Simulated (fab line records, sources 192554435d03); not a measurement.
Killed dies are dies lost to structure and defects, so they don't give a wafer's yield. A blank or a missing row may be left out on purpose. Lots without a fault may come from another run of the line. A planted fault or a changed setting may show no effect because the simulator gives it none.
Chamber matching | flow n5_finfet | N5_BEOL_M8_STRIP_19 on rie_diel-03: 4 sister chambers
The step strips in O2. 16 wafers are shown with their chamber, then 8 later ones without.

WAFERS WITH THEIR CHAMBER
wafer  | chamber | drypump_motor_current_A (A) | showerhead_plenum_p_Torr (Torr) | oes_product_au (a.u.)
L075.2 | 1       | 5.4                         | 2.10                            | 0.75
L075.4 | 1       | 5.4                         | 2.10                            | 0.75
L075.5 | 2       | 5.2                         | 2.09                            | 0.77
L076.1 | 0       | 5.3                         | 2.21                            | 0.79
L076.3 | 1       | 5.4                         | 2.09                            | 0.76
L076.4 | 0       | 5.3                         | 2.21                            | 0.78
L079.1 | 1       | 5.4                         | 2.09                            | 0.74
L079.3 | 2       | 5.2                         | 2.08                            | 0.76
L079.5 | 2       | 5.2                         | 2.08                            | 0.76
L084.1 | 0       | 5.4                         | 2.20                            | 0.76
L084.3 | 3       | 5.9                         | 2.17                            | 0.90
L084.6 | 2       | 5.2                         | 2.08                            | 0.74
L087.2 | 0       | 5.3                         | 2.20                            | 0.77
L087.4 | 1       | 5.4                         | 2.09                            | 0.72
L087.6 | 2       | 5.2                         | 2.08                            | 0.74
L089.1 | 1       | 5.4                         | 2.09                            | 0.72

SIGNATURES (means of the wafers above)
reading                  | chamber 0 | chamber 1 | chamber 2 | chamber 3 | scatter within a chamber
drypump_motor_current_A  | 5.325     | 5.400     | 5.200     | 5.900     | 0.025
showerhead_plenum_p_Torr | 2.2050    | 2.0933    | 2.0820    | 2.1700    | 0.00511
oes_product_au           | 0.7750    | 0.7400    | 0.7540    | 0.9000    | 0.0148
Rule: a wafer's distance from a chamber is the root of the sum, over the readings, of the square of ((its reading less the chamber's mean) divided by the reading's scatter). The wafer belongs to the nearest chamber; if the next one is less than 2 further off, it can't be placed. The scatter: the root of (the sum of the squares of (reading less its chamber's mean) over the shown wafers, divided by (wafers less chambers)).

WAFERS WITHOUT THEIR CHAMBER
wafer  | drypump_motor_current_A (A) | showerhead_plenum_p_Torr (Torr) | oes_product_au (a.u.)
L089.5 | 5.4                         | 2.09                            | 0.73
L089.6 | 5.2                         | 2.08                            | 0.75
L091.2 | 5.2                         | 2.07                            | 0.73
L091.3 | 5.9                         | 2.16                            | 0.89
L091.4 | 5.3                         | 2.20                            | 0.76
L097.1 | 5.3                         | 2.19                            | 0.74
L097.4 | 5.9                         | 2.16                            | 0.86
L097.5 | 5.4                         | 2.08                            | 0.71

WHICH CHAMBER EACH WENT THROUGH
wafer  | from the rows above | in truth
L089.5 | 1                   | 1
L089.6 | 2                   | 2
L091.2 | 2                   | 2
L091.3 | 3                   | 3
L091.4 | 0                   | 0
L097.1 | 0                   | 0
L097.4 | 3                   | 3
L097.5 | 1                   | 1
Placed correctly: 8 of 8. Can't be placed from these rows: 0. Placed wrongly: 0.
